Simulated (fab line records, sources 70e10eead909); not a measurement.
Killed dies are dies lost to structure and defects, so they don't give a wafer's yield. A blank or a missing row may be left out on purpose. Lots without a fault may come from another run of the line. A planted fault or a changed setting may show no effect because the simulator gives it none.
Which tool did it? | flow nand_harc | 12 lots, 36 wafers sampled, at 5 steps of a route of 1302

WHAT THE GAUGES READ, wafer by wafer
NHARC_P_STI_OVL_MEAS_10. Usual: overlay_x_nm 0 nm, standard deviation 5.6; overlay_y_nm 1 nm, standard deviation 4.7.
lot  | measured     | on         | overlay_x_nm (nm) | overlay_y_nm (nm) | flag
L365 | day 3 14:29  | overlay-02 | -4 -4 -5          | 7 7 8             |
L366 | day 4 00:38  | overlay-02 | -4 -4 -4          | 2 2 2             |
L367 | day 4 12:17  | overlay-02 | -5 -5 -4          | -5 -6 -6          |
L368 | day 5 00:58  | overlay-02 | -8 -7 -7          | -5 -5 -5          |
L369 | day 5 10:16  | overlay-02 | 14 13 13          | 5 4 5             |
L372 | day 6 14:38  | overlay-01 | -12 -12 -12       | -10 -10 -9        |
L373 | day 7 02:50  | overlay-01 | -6 -6 -5          | 5 4 5             |
L376 | day 8 04:53  | overlay-01 | -5 -5 -6          | 2 3 2             |
L378 | day 9 01:34  | overlay-01 | 1 1 1             | -2 -1 -2          |
L383 | day 11 03:01 | overlay-01 | 1 1 1             | -2 -2 -2          |
L385 | day 11 22:48 | overlay-01 | 0 0 0             | 1 0 1             |
L386 | day 12 09:56 | overlay-01 | 2 2 2             | 2 2 1             |

NHARC_P_STI_OCD_MEAS_17. Usual: trench_depth_nm 301 nm, standard deviation 3.1; trench_foot_cd_nm 158.2 nm, standard deviation 3.
lot  | measured     | on     | trench_depth_nm (nm) | trench_foot_cd_nm (nm) | flag
L365 | day 3 15:11  | ocd-01 | 300 303 296          | 156.6 155.0 156.6      |
L366 | day 4 01:20  | ocd-01 | 298 299 300          | 157.9 159.2 157.5      |
L367 | day 4 12:59  | ocd-02 | 300 303 302          | 163.0 157.3 162.3      |
L368 | day 5 01:40  | ocd-02 | 301 304 299          | 162.8 159.8 165.4      |
L369 | day 5 10:58  | ocd-02 | 295 298 297          | 163.1 159.6 158.6      |
L372 | day 6 15:22  | ocd-01 | 297 301 295          | 160.0 162.9 160.7      |
L373 | day 7 03:32  | ocd-01 | 303 302 300          | 155.8 157.5 156.4      |
L376 | day 8 05:37  | ocd-02 | 299 301 303          | 155.9 152.9 153.4      |
L378 | day 9 02:16  | ocd-01 | 293 298 301          | 162.6 163.4 163.9      |
L383 | day 11 03:43 | ocd-02 | 304 300 294          | 155.6 154.5 156.3      |
L385 | day 11 23:30 | ocd-02 | 307 294 303          | 155.3 153.5 150.0      |
L386 | day 12 10:40 | ocd-01 | 304 301 305          | 159.9 155.2 160.7      |

NHARC_END_SORT_01. Usual: killed_at_array 53, standard deviation 21; killed_at_other 0.8, standard deviation 1.1; killed_at_periphery 4.2, standard deviation 2.7; killed_dies 58, standard deviation 22; killed_open 3.4, standard deviation 1.9; killed_short 2.5, standard deviation 1.6.
lot  | measured     | on        | killed_at_array | killed_at_other | killed_at_periphery | killed_dies | killed_open | killed_short | flag
L366 | day 26 05:37 | prober-02 | 27 29 23        | 0 2 1           | 6 3 4               | 33 34 28    | 1 2 1       | 2 5 3        |
L376 | day 30 00:29 | prober-01 | 55              | 1               | 9                   | 65          | 4           | 4            |
L378 | day 31 12:18 | prober-02 | 47              | 2               | 4                   | 53          | 1           | 1            |

WHICH TOOL RAN EACH LOT (tool, then ch and the chambers of the sampled wafers, then the start)
lot  | NHARC_P_ZERO_WELL_DESCUM_54        | NHARC_P_STI_ETCH_42
L365 | rie_diel-04 ch 2,3, day 2 21:54    | rie_diel-05 ch 0,1,3, day 3 14:45
L366 | rie_diel-04 ch 0,1,2, day 3 07:53  | rie_diel-05 ch 1,2,3, day 4 00:54
L367 | rie_diel-04 ch 1,2, day 3 18:02    | rie_diel-10 ch 0,1, day 4 12:32
L368 | rie_diel-12 ch 0,1,3, day 4 05:53  | rie_diel-13 ch 0,1,2, day 5 01:13
L369 | rie_diel-01 ch 0,1,2, day 4 13:44  | rie_diel-05 ch 0,1,3, day 5 10:32
L372 | rie_diel-04 ch 0,2, day 5 19:47    | rie_diel-13 ch 1,2,3, day 6 14:55
L373 | rie_diel-12 ch 2,3, day 6 06:03    | rie_diel-05 ch 2,3, day 7 03:05
L376 | rie_diel-12 ch 0,1, day 7 12:02    | rie_diel-05 ch 0,1, day 8 05:10
L378 | rie_diel-04 ch 0,2,3, day 8 08:11  | rie_diel-05 ch 0,1,3, day 9 01:49
L383 | rie_diel-04 ch 0,1, day 10 10:05   | rie_diel-13 ch 0,2,3, day 11 03:17
L385 | rie_diel-01 ch 0,1,3, day 11 06:31 | rie_diel-13 ch 1,2,3, day 11 23:04
L386 | rie_diel-12 ch 0,2,3, day 11 15:49 | rie_diel-05 ch 0,2, day 12 10:13
- NHARC_P_ZERO_WELL_DESCUM_54: chemistry O2, time 3 s.
- NHARC_P_STI_ETCH_42: etches the open film in N2/H2, target depth 80 nm, overetch 24 nm, time 61 s.

WHAT THE TOOLS THEMSELVES READ (means of the sampled wafers that have a number; where no wafer has one, the mark that the record gives instead)
NHARC_P_ZERO_WELL_DESCUM_54. Usual: drypump_motor_current_A 5.7 A, standard deviation 0.42; oes_product_au 1.002 a.u., standard deviation 0.0094; rf_vpp_V 57.7 V, standard deviation 0.91; showerhead_plenum_p_Torr 1.90 Torr, standard deviation 0.096; throttle_valve_pct 11.312 %, standard deviation 0.009.
lot  | tool        | drypump_motor_current_A (A) | oes_product_au (a.u.) | rf_vpp_V (V) | showerhead_plenum_p_Torr (Torr) | throttle_valve_pct (%) | flag
L365 | rie_diel-04 | 5.3                         | 1.005                 | 57.7         | 1.78                            | 11.307                 |
L366 | rie_diel-04 | 5.9                         | 1.015                 | 57.3         | 1.83                            | 11.318                 |
L367 | rie_diel-04 | 5.5                         | 1.004                 | 57.6         | 1.88                            | 11.325                 |
L368 | rie_diel-12 | 5.9                         | 0.991                 | 57.4         | 1.94                            | 11.313                 |
L369 | rie_diel-01 | 5.7                         | 1.002                 | 58.3         | 1.98                            | 11.317                 |
L372 | rie_diel-04 | 6.2                         | 1.013                 | 56.6         | 1.79                            | 11.315                 |
L373 | rie_diel-12 | 5.4                         | 1.003                 | 57.4         | 1.93                            | 11.322                 |
L376 | rie_diel-12 | 6.1                         | 1.001                 | 57.9         | 1.86                            | 11.305                 |
L378 | rie_diel-04 | 5.8                         | 1.003                 | 57.2         | 1.78                            | 11.303                 |
L383 | rie_diel-04 | 6.4                         | 1.018                 | 57.6         | 1.83                            | 11.310                 |
L385 | rie_diel-01 | 5.6                         | 0.991                 | 57.6         | 1.93                            | 11.313                 |
L386 | rie_diel-12 | 5.7                         | 1.004                 | 57.4         | 1.87                            | 11.315                 |

NHARC_P_STI_ETCH_42. Usual: drypump_motor_current_A 5.7 A, standard deviation 0.55; oes_product_au 0.998 a.u., standard deviation 0.0085; rf_vpp_V 430.2 V, standard deviation 2; run_length_s 82.3 s, standard deviation 0.52; showerhead_plenum_p_Torr 2.03 Torr, standard deviation 0.072; throttle_valve_pct 14.171 %, standard deviation 0.0097.
lot  | tool        | drypump_motor_current_A (A) | oes_product_au (a.u.) | rf_vpp_V (V) | run_length_s (s) | showerhead_plenum_p_Torr (Torr) | throttle_valve_pct (%) | flag
L365 | rie_diel-05 | 5.7                         | 0.998                 | 429.1        | 82.1             | 2.01                            | 14.179                 |
L366 | rie_diel-05 | 5.8                         | 0.993                 | 428.6        | 82.0             | 1.98                            | 14.163                 |
L367 | rie_diel-10 | 5.7                         | 1.001                 | 430.0        | 82.0             | 2.02                            | 14.165                 |
L368 | rie_diel-13 | 5.7                         | 1.003                 | 431.0        | 82.8             | 2.04                            | 14.159                 |
L369 | rie_diel-05 | 5.8                         | 1.002                 | 429.8        | 81.9             | 2.01                            | 14.170                 |
L372 | rie_diel-13 | 5.6                         | 0.998                 | 431.2        | 82.4             | 2.08                            | 14.158                 |
L373 | rie_diel-05 | 5.4                         | 1.006                 | 429.6        | 82.6             | 2.00                            | 14.169                 |
L376 | rie_diel-05 | 5.5                         | 0.987                 | 429.7        | 76.3             | 2.01                            | 14.176                 | OFF
L378 | rie_diel-05 | 5.7                         | 0.999                 | 430.2        | 76.6             | 2.01                            | 14.169                 | OFF
L383 | rie_diel-13 | 6.1                         | 0.992                 | 429.4        | 83.0             | 2.01                            | 14.187                 |
L385 | rie_diel-13 | 5.5                         | 1.002                 | 431.4        | 82.5             | 2.08                            | 14.176                 |
L386 | rie_diel-05 | 5.1                         | 0.997                 | 430.5        | 82.0             | 2.03                            | 14.183                 |

THE ANSWER, worked out from the rows above alone
Rule: a lot is off if the mean of its wafers that have a number lies more than 3 standard deviations from the usual mean. A lot without any number at a reading at which 4 lots or more have one is off too. The other lots that the step has rows for count as sound. The gauges are gone through in route order, then the tools' own readings, and for those a lot's mean is taken as printed above. The first step at which some lot is off is used, and at that step the reading that is off furthest; a lot without a number counts as furthest.
Off: L376, L378, at NHARC_P_STI_ETCH_42 (run_length_s).
A tool fits if, at that step or a process step before it, it ran every lot that is off, and no sound lot after the first of them. None of those tried fits.

WHAT THE SIMULATOR HAD PUT IN
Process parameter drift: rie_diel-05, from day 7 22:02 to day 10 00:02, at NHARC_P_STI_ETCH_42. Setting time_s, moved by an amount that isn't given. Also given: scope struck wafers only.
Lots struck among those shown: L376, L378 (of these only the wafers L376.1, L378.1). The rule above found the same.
